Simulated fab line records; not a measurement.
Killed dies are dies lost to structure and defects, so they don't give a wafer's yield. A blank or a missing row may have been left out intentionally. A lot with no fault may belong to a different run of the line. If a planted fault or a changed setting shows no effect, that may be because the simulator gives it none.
Matching of chambers | flow n5-finfet | 3 sister chambers for N5_BEOL_M7_PECVD_70 on pecvd-04
The step deposits SiO2 from TEOS/O2, target thk 20 nm, time 22.7 s. 6 wafers are shown with their chamber, then 7 later ones without.

## WAFERS, EACH WITH ITS CHAMBER
wafer  | chamber | throttle-valve-pct (%) | heater-power-w (W)
L082.1 | 1       | 24.6                   | 653
L087.1 | 0       | 23.5                   | 769
L087.3 | 2       | 21.5                   | 701
L087.5 | 2       | 21.8                   | 719
L090.1 | 0       | 23.3                   | 742
L090.4 | 1       | 24.5                   | 697

## WAFERS WITH NO CHAMBER GIVEN
wafer  | throttle-valve-pct (%) | heater-power-w (W)
L090.6 | 23.3                   | 736
L089.1 | 24.1                   | 674
L089.3 | 23.7                   | 775
L089.6 | 21.8                   | 650
L096.1 | 23.6                   | 751
L096.5 | 23.3                   | 753
L096.6 | 22.1                   | 719

## CHAMBER TAKEN BY EACH
wafer  | from the rows above | in truth
L090.6 | 0                   | 0
L089.1 | 1                   | 1
L089.3 | 0                   | 0
L089.6 | 2                   | 2
L096.1 | 0                   | 0
L096.5 | 0                   | 0
L096.6 | 2                   | 2
7 of 7 placed correctly. Not placeable from these rows: 0. 0 placed wrongly.
How it was worked out, from the rows above alone: a wafer's distance from a chamber is the root of the sum, over the readings, of the square of ((its reading less the chamber's mean) divided by the reading's scatter). If the next closest chamber is less than 2 further off than the closest, the wafer can't be placed; otherwise it belongs to the closest. Each chamber's mean is taken over the wafers shown for it. The scatter is the square root of a quotient: the sum, over the shown wafers, of each reading's squared deviation from its chamber's mean, divided by wafers minus chambers.
